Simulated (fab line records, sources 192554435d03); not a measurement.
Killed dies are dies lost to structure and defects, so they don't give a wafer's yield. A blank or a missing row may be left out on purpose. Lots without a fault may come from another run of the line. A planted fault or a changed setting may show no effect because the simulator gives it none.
Split-lot experiment | flow n5_finfet | 7 lots, 21 wafers read, on a route of 1938 steps

THE SPLIT
At N5_BEOL_M0_SAQP_HM_DEP_111 (deposits SiO2 from SiH4/N2O, target thk 12 nm, time 7.2 s), the setting time_s was moved away from the recipe's 7.2 s on 3 of the 21 wafers read, by -14.4% to -6.5%. The other wafers ran this setting at the recipe's value.

FROM THE SPLIT TO THE READING: what the file shows between them, 3 steps
- N5_BEOL_M0_SAQP_DEVELOP_13: develop time 30 s (also split here: develop_time_s)
- N5_BEOL_M0_SAQP_ETCH_84: etches SOC in N2/H2, target depth 100 nm, overetch 20 nm, time 150 s
- N5_BEOL_M0_SAQP_STRIP_80: strips in N2/H2

THE READING
etch.depth_nm (the simulator's own value, which no gauge read), in nm, at N5_BEOL_M0_SAQP_HM_OPEN_112 (chemistry CHF3/O2, target SiO2, stops on a-Si, target depth 12 nm, time 13.5 s). The file gives no usual value for it. The 18 wafers here that ran the recipe average 12.16 nm, standard deviation 0.25 nm.

wafer  | tool, chamber at the split | time_s as run, s | against the recipe | etch.depth_nm, nm | against lot-mates on the recipe
L082.1 | pecvd-02, 0                | 7.2              | recipe             | 12.18             | -
L082.4 | pecvd-02, 0                | 7.2              | recipe             | 12.43             | -
L082.5 | pecvd-02, 2                | 7.2              | recipe             | 12.09             | -
L083.1 | pecvd-04, 0                | 6.165            | -14.4%             | 10.76             | -1.97
L083.3 | pecvd-04, 1                | 6.165            | -14.4%             | 10.49             | -2.24
L083.4 | pecvd-04, 0                | 7.2              | recipe             | 12.73             | -
L084.1 | pecvd-02, 1                | 7.2              | recipe             | 11.78             | -
L084.2 | pecvd-02, 0                | 7.2              | recipe             | 11.91             | -
L084.6 | pecvd-02, 1                | 6.729            | -6.5%              | 11.15             | -0.69
L085.1 | pecvd-02, 0,1              | 7.2              | recipe             | 12.1              | -
L085.2 | pecvd-02, 1                | 7.2              | recipe             | 11.87             | -
L085.4 | pecvd-02, 0,1              | 7.2              | recipe             | 12.29             | -
L087.1 | pecvd-02, 1,0              | 7.2              | recipe             | 12.16             | -
L087.2 | pecvd-02, 1,0              | 7.2              | recipe             | 12.11             | -
L087.5 | pecvd-02, 0                | 7.2              | recipe             | 12.42             | -
L095.1 | pecvd-01, 1,2              | 7.2              | recipe             | 11.89             | -
L095.3 | pecvd-01, 1,2              | 7.2              | recipe             | 11.8              | -
L095.6 | pecvd-01, 2                | 7.2              | recipe             | 12.19             | -
L097.1 | pecvd-04, 0                | 7.2              | recipe             | 12.37             | -
L097.2 | pecvd-04, 2                | 7.2              | recipe             | 12.13             | -
L097.4 | pecvd-04, 0                | 7.2              | recipe             | 12.46             | -
Where a row lists several chambers, the file gives one row for several wafers and doesn't say which wafer went through which chamber.

THE FIT
A straight line over all 21 wafers: etch.depth_nm changes by +0.111 nm for each +1% of time_s; r = +0.89; the points scatter about the line by 0.26 nm.
The same after taking each lot's own level away (the mean of its wafers on the recipe; 21 wafers): +0.143 nm for each +1%; r = +0.97; scatter 0.15 nm.
On that fit, the largest move of time_s shifts the reading by 2.1 nm.
The lots' own levels span 11.845 to 12.730 nm, that is 3.5 times the standard deviation above.
So the lot-to-lot level changes the slope: the two fits differ.
Check: with one of the wafers moved furthest among these (-14.4%) left out of the fit, the line predicts -2.12 nm for it against its lot-mates. It came out at -1.97 nm against them.

OTHER SPLITS ON THESE WAFERS
These wafers also went through other splits before the reading. Each is held against what the fit with the lots' levels taken away leaves over:
other split on the same wafers            | wafers away from the commonest value | r with etch.depth_nm (lot level and that fit taken away)
N5_HKMG_FIN_ETCH_58 source_w              | 5                                    | -0.04
N5_HKMG_FIN_CVD_62 temp_c                 | 3                                    | +0.18
N5_GATE_CUT_COAT_27 spin_rpm              | 6                                    | +0.29
N5_GATE_CUT_DESCUM_18 time_s              | 5                                    | -0.16
N5_MOL_CONTACT_COAG_DESCUM_45 time_s      | 7                                    | +0.37
N5_MOL_CONTACT_COAG_ETCH_67 source_w      | 4                                    | -0.08
N5_BEOL_M0_SAQP_DEVELOP_13 develop_time_s | 9                                    | +0.03

THE WHOLE CHAIN: every reading that the file lists as answering this split, in the file's order
step                        | what it does                                                                   | reading                                                                                 | change (the file's fit)               | r (the file's)
N5_BEOL_M0_SAQP_HM_DEP_111  | deposits SiO2 from SiH4/N2O, target thk 12 nm, time 7.2 s                      | SiO2_of_BEOL_M0_SAQP_HM_DEP_111.thk_nm (the simulator's own value, which no gauge read) | +0.145 nm for each +1% of the setting | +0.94
N5_BEOL_M0_SAQP_HM_OPEN_112 | chemistry CHF3/O2, target SiO2, stops on a-Si, target depth 12 nm, time 13.5 s | etch.depth_nm (the simulator's own value, which no gauge read)                          | +0.14 nm for each +1% of the setting  | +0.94

THE FILE'S OWN FIT
etch.depth_nm changes by +0.14 nm for each +1% of time_s, r = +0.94.
